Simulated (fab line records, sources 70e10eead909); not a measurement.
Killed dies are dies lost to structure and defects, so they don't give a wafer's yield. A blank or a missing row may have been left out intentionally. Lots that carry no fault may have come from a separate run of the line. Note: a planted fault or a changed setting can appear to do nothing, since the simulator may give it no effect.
Matching of chambers ; flow nand_harc ; NHARC_P_M2_DESCUM_14 on rie_diel-05 has 4 sister chambers
The step chemistry O2, time 3 s. 14 wafers are shown with their chamber, then 7 later ones without.

## WAFERS WITH THEIR CHAMBER
wafer;chamber;drypump_motor_current_A (A);throttle_valve_pct (%);rf_vpp_V (V)
L081.2;3;5.0;11.309;58.6
L081.5;2;6.0;11.310;58.5
L081.6;3;5.0;11.309;57.3
L084.1;0;5.5;11.302;57.6
L084.3;2;6.0;11.314;57.5
L084.5;1;5.9;11.317;58.1
L089.1;1;5.9;11.329;57.3
L089.2;3;5.1;11.320;56.7
L089.3;2;6.0;11.297;57.4
L091.3;0;5.5;11.321;59.7
L091.4;1;5.9;11.318;57.3
L091.6;3;5.0;11.311;58.4
L093.3;2;6.0;11.323;56.3
L093.5;0;5.5;11.296;58.0

SIGNATURES (averages over the wafers above)
reading;chamber 0;chamber 1;chamber 2;chamber 3;scatter within a chamber
drypump_motor_current_A;5.500;5.900;6.000;5.025;0.0274
throttle_valve_pct;11.30633;11.32133;11.31100;11.31225;0.00928
rf_vpp_V;58.433;57.567;57.425;57.750;0.883
Rule: a wafer's distance from a chamber is the root of the sum, over the readings, of the square of ((its reading less the chamber's mean) divided by the reading's scatter). The wafer belongs to the nearest chamber; if the next one is less than 2 further off, it can't be placed. The scatter: take each reading less its chamber's mean, square it, sum over the shown wafers, divide by the number of wafers less the number of chambers, and take the root.

## WAFERS WHOSE CHAMBER IS MISSING
wafer;drypump_motor_current_A (A);throttle_valve_pct (%);rf_vpp_V (V)
L093.6;5.1;11.303;56.6
L094.4;5.4;11.308;58.6
L094.5;6.0;11.318;58.1
L094.6;5.0;11.307;56.7
L095.1;5.0;11.304;57.3
L095.2;6.0;11.316;57.8
L095.5;5.0;11.316;58.3

## EACH ONE'S CHAMBER
wafer;from the rows above;in truth
L093.6;3;3
L094.4;0;0
L094.5;2;2
L094.6;3;3
L095.1;3;3
L095.2;2;2
L095.5;3;3
Correctly placed: 7 of 7. Number that these rows cannot place: 0. Placed wrongly: 0.
